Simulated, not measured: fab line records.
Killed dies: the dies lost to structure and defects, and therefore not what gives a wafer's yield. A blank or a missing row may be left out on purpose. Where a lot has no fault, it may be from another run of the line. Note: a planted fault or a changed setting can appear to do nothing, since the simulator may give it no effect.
Chamber matching :: flow nand_harc :: 4 sister chambers for NHARC_P_M0_STRIP_18 on rie_diel-02
The step strips in N2/H2. 4 wafers are shown with their chamber, then 10 later ones without.

## WAFERS PAIRED WITH THEIR CHAMBERS
wafer: L093.2
chamber: 0
drypump_motor_current_A (A): 5.5

wafer: L092.4
chamber: 1
drypump_motor_current_A (A): 6.1

wafer: L094.1
chamber: 2
drypump_motor_current_A (A): 6.1

wafer: L094.3
chamber: 3
drypump_motor_current_A (A): 5.5

## WAFERS WHOSE CHAMBER IS MISSING
wafer: L094.5
drypump_motor_current_A (A): 5.5

wafer: L095.3
drypump_motor_current_A (A): 6.1

wafer: L095.5
drypump_motor_current_A (A): 6.0

wafer: L095.6
drypump_motor_current_A (A): 6.0

wafer: L097.2
drypump_motor_current_A (A): 6.1

wafer: L097.3
drypump_motor_current_A (A): 6.1

wafer: L097.5
drypump_motor_current_A (A): 6.1

wafer: L097.1
drypump_motor_current_A (A): 5.5

wafer: L097.4
drypump_motor_current_A (A): 5.5

wafer: L097.6
drypump_motor_current_A (A): 5.5

## WHICH CHAMBER EACH ONE RAN IN
wafer: L094.5
from the rows above: can't be placed: 0 or 3
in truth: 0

wafer: L095.3
from the rows above: can't be placed: 1 or 2
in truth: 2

wafer: L095.5
from the rows above: can't be placed: 1 or 2
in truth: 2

wafer: L095.6
from the rows above: can't be placed: 1 or 2
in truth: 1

wafer: L097.2
from the rows above: can't be placed: 1 or 2
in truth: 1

wafer: L097.3
from the rows above: can't be placed: 1 or 2
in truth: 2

wafer: L097.5
from the rows above: can't be placed: 1 or 2
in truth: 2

wafer: L097.1
from the rows above: can't be placed: 0 or 3
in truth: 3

wafer: L097.4
from the rows above: can't be placed: 0 or 3
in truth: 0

wafer: L097.6
from the rows above: can't be placed: 0 or 3
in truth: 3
Placed correctly: 0 of 10. Unplaceable from these rows: 10, with the true chamber sitting among the candidates in 10. Placed wrongly: 0.
How it was worked out, from the rows above alone: a wafer's distance from a chamber is the root of the sum, over the readings, of the square of ((its reading less the chamber's mean) divided by the reading's scatter). The wafer belongs to the nearest chamber; if the next one is less than 2 further off, it can't be placed. A chamber's mean is the mean of its shown wafers. The scatter: with one shown wafer a chamber, the root of the mean of the squares of how far each hidden wafer lies from its nearest shown one.
